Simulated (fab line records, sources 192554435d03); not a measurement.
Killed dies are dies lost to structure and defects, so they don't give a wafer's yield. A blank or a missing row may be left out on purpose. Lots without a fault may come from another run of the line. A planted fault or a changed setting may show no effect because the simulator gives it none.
One fault seen from 2 desks | flow n5_finfet | each desk has only its own numbers; what lay behind them comes last

THE METROLOGY DESK
What the gauges read, lot by lot, whatever tool the lot ran on: means of the sampled wafers that have a number. A lot is out of limits, marked OUT, if its mean lies more than 4 standard deviations from the usual mean; the brackets give that distance. Of its 10 readings 7 are shown: those that lie furthest out on some lot.
Columns: A = DIBL_P at N5_BEOL_M4_RC_MEAS_101, usual 36.0 mV/V; B = IOFF_P at N5_BEOL_M4_RC_MEAS_101, usual 0.21 nA/um; C = ION_N at N5_BEOL_M4_RC_MEAS_101, usual 678 uA/um; D = ION_P at N5_BEOL_M4_RC_MEAS_101, usual 464 uA/um; E = SS_N at N5_BEOL_M4_RC_MEAS_101, usual 71.5 mV/dec; F = SS_P at N5_BEOL_M4_RC_MEAS_101, usual 73.2 mV/dec; G = VT_P at N5_BEOL_M4_RC_MEAS_101, usual -250 mV
lot  | first seen here | A    | B    | C   | D   | E    | F    | G
L541 | day 8 09:55     | 35.1 | 0.19 | 682 | 460 | 71.8 | 73.6 | -252
L556 | day 12 01:07    | 36.9 | 0.20 | 675 | 462 | 71.7 | 73.9 | -253
L554 | day 12 01:08    | 36.5 | 0.24 | 690 | 474 | 71.5 | 73.5 | -246
L557 | day 12 08:28    | 33.5 | 0.17 | 666 | 455 | 70.6 | 73.0 | -253
L561 | day 13 22:45    | 38.0 | 0.25 | 685 | 476 | 72.3 | 73.7 | -247
This desk's finding: nothing out of limits on any of the 5 lots.

THE TOOL OWNER'S DESK: rie_diel-02
The tool's own readings at N5_BEOL_M4_ETCH_70 (etches SOC in N2/H2, target depth 80 nm, overetch 24 nm, time 130 s): means of the sampled wafers that have a number, for each lot that ran on this tool. A lot is out of limits, marked OUT, if its mean lies more than 4 standard deviations from the usual mean; the brackets give that distance. Of its 8 readings 7 are shown: the one that was out of limits first, and those that lie furthest out on some lot.
Columns: A = bias_w at N5_BEOL_M4_ETCH_70, usual 150.0 W; B = chamber_pressure_mTorr at N5_BEOL_M4_ETCH_70, usual 30.005 mTorr; C = drypump_motor_current_A at N5_BEOL_M4_ETCH_70, usual 5.8 A; D = oes_product_au at N5_BEOL_M4_ETCH_70, usual 0.58 a.u.; E = rf_fwd_power_W at N5_BEOL_M4_ETCH_70, usual 836 W; F = rf_vpp_V at N5_BEOL_M4_ETCH_70, usual 522.5 V; G = showerhead_plenum_p_Torr at N5_BEOL_M4_ETCH_70, usual 2.50 Torr
lot  | first seen here | A               | B      | C   | D    | E   | F               | G
L541 | day 8 03:45     | 149.8           | 30.006 | 5.6 | 0.62 | 836 | 521.2           | 2.48
L554 | day 11 20:15    | 125.5 (-57) OUT | 30.016 | 5.2 | 0.61 | 835 | 467.1 (-24) OUT | 2.48
L556 | day 11 20:53    | 125.7 (-56) OUT | 30.021 | 6.0 | 0.57 | 838 | 466.8 (-24) OUT | 2.46
L557 | day 12 01:41    | 125.7 (-57) OUT | 29.987 | 5.7 | 0.59 | 834 | 467.1 (-24) OUT | 2.46
This desk's finding: out of limits on L554, L556, L557; first on L554, day 11 20:15 (bias_w at N5_BEOL_M4_ETCH_70). In limits: L541.

PUT TOGETHER
The tool owner's desk could have raised an alarm at day 11 20:15, on L554, L556, L557.
The metrology desk saw nothing out of limits.
The metrology desk has L554, L556, L557 on record, within its limits.
Of the lots named, all ran N5_BEOL_M4_ETCH_70 on rie_diel-02.

WHAT THE SIMULATOR HAD PUT IN
Process parameter drift: rie_diel-02, from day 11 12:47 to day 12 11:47, at N5_BEOL_M4_ETCH_70. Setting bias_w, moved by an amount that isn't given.
Lots struck among those shown: L554, L556, L557.
Hours from the fault's start to each desk's first reading out of limits: the tool owner's desk, 7.
